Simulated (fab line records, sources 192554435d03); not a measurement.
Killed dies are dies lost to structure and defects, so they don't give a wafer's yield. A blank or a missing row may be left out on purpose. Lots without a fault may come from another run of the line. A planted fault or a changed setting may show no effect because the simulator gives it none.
Chamber matching | flow n5_finfet | N5_SD_EPI_N_ETCH_35 on rie_diel-06: 4 sister chambers
The step etches SOC in N2/H2, overetch 108 nm, time 486 s. 4 wafers are shown with their chamber, then 7 later ones without.

WAFERS WITH THEIR CHAMBER
wafer  | chamber | throttle_valve_pct (%)
L088.1 | 2       | 23.5
L088.5 | 3       | 23.3
L094.2 | 0       | 23.9
L094.3 | 1       | 23.7

WAFERS WITHOUT THEIR CHAMBER
wafer  | throttle_valve_pct (%)
L094.5 | 23.7
L095.1 | 23.4
L095.2 | 23.7
L095.4 | 23.4
L097.1 | 23.5
L097.4 | 23.7
L097.5 | 23.7

WHICH CHAMBER EACH WENT THROUGH
wafer  | from the rows above     | in truth
L094.5 | 1                       | 1
L095.1 | can't be placed: 3 or 2 | 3
L095.2 | 1                       | 1
L095.4 | can't be placed: 3 or 2 | 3
L097.1 | 2                       | 2
L097.4 | 1                       | 1
L097.5 | 1                       | 1
Placed correctly: 5 of 7. Can't be placed from these rows: 2 (the true chamber is among the candidates in 2). Placed wrongly: 0.
How it was worked out, from the rows above alone: a wafer's distance from a chamber is the root of the sum, over the readings, of the square of ((its reading less the chamber's mean) divided by the reading's scatter). The wafer belongs to the nearest chamber; if the next one is less than 2 further off, it can't be placed. A chamber's mean is the mean of its shown wafers. The scatter: with one shown wafer a chamber, the root of the mean of the squares of how far each hidden wafer lies from its nearest shown one.
